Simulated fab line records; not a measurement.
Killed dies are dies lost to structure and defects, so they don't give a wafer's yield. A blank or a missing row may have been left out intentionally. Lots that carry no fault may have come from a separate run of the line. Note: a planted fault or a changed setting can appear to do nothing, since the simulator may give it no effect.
Matching of chambers :: flow nand_harc :: NHARC_A_CONTACT_DEP_58 on pecvd-03 has 3 sister chambers
The step deposits SiON, target thk 90 nm. 18 wafers are shown with their chamber, then 9 later ones without.

== WAFERS PAIRED WITH THEIR CHAMBERS ==
wafer: L074.2
chamber: 0
heater_power_w (W): 816

wafer: L074.5
chamber: 1
heater_power_w (W): 889

wafer: L074.6
chamber: 0
heater_power_w (W): 819

wafer: L076.2
chamber: 0
heater_power_w (W): 854

wafer: L076.4
chamber: 0
heater_power_w (W): 858

wafer: L076.6
chamber: 0
heater_power_w (W): 841

wafer: L076.1
chamber: 1
heater_power_w (W): 756

wafer: L076.3
chamber: 1
heater_power_w (W): 770

wafer: L076.5
chamber: 1
heater_power_w (W): 774

wafer: L083.2
chamber: 0
heater_power_w (W): 787

wafer: L083.3
chamber: 1
heater_power_w (W): 818

wafer: L083.5
chamber: 0
heater_power_w (W): 792

wafer: L084.4
chamber: 1
heater_power_w (W): 896

wafer: L084.5
chamber: 2
heater_power_w (W): 806

wafer: L084.6
chamber: 0
heater_power_w (W): 698

wafer: L087.1
chamber: 1
heater_power_w (W): 919

wafer: L087.2
chamber: 2
heater_power_w (W): 833

wafer: L087.3
chamber: 0
heater_power_w (W): 743

SIGNATURES (averages over the wafers above)
reading: heater_power_w
chamber 0: 800.89
chamber 1: 831.71
chamber 2: 819.50
scatter within a chamber: 58.3
Rule: a wafer lies at a distance from a chamber equal to the root of the sum of squares, over the readings, of (its reading less the chamber's mean, divided by the reading's scatter). If the next closest chamber is less than 2 further off than the closest, the wafer can't be placed; otherwise it belongs to the closest. The scatter: the root of (the sum of the squares of (reading less its chamber's mean) over the shown wafers, divided by (wafers less chambers)).

== WAFERS MISSING THEIR CHAMBER ==
wafer: L093.1
heater_power_w (W): 710

wafer: L093.3
heater_power_w (W): 765

wafer: L093.4
heater_power_w (W): 704

wafer: L095.1
heater_power_w (W): 702

wafer: L095.2
heater_power_w (W): 922

wafer: L095.6
heater_power_w (W): 925

wafer: L095.3
heater_power_w (W): 663

wafer: L095.4
heater_power_w (W): 682

wafer: L095.5
heater_power_w (W): 705

== EACH ONE'S CHAMBER ==
wafer: L093.1
from the rows above: can't be placed: 0 or 2 or 1
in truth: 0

wafer: L093.3
from the rows above: can't be placed: 0 or 2 or 1
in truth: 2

wafer: L093.4
from the rows above: can't be placed: 0 or 2 or 1
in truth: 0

wafer: L095.1
from the rows above: can't be placed: 0 or 2 or 1
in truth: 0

wafer: L095.2
from the rows above: can't be placed: 1 or 2 or 0
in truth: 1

wafer: L095.6
from the rows above: can't be placed: 1 or 2 or 0
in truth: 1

wafer: L095.3
from the rows above: can't be placed: 0 or 2 or 1
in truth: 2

wafer: L095.4
from the rows above: can't be placed: 0 or 2 or 1
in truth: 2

wafer: L095.5
from the rows above: can't be placed: 0 or 2 or 1
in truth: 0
Placed correctly: 0 of 9. These rows do not allow placing 9 (true chamber among the candidates in 9). Number placed wrongly: 0.
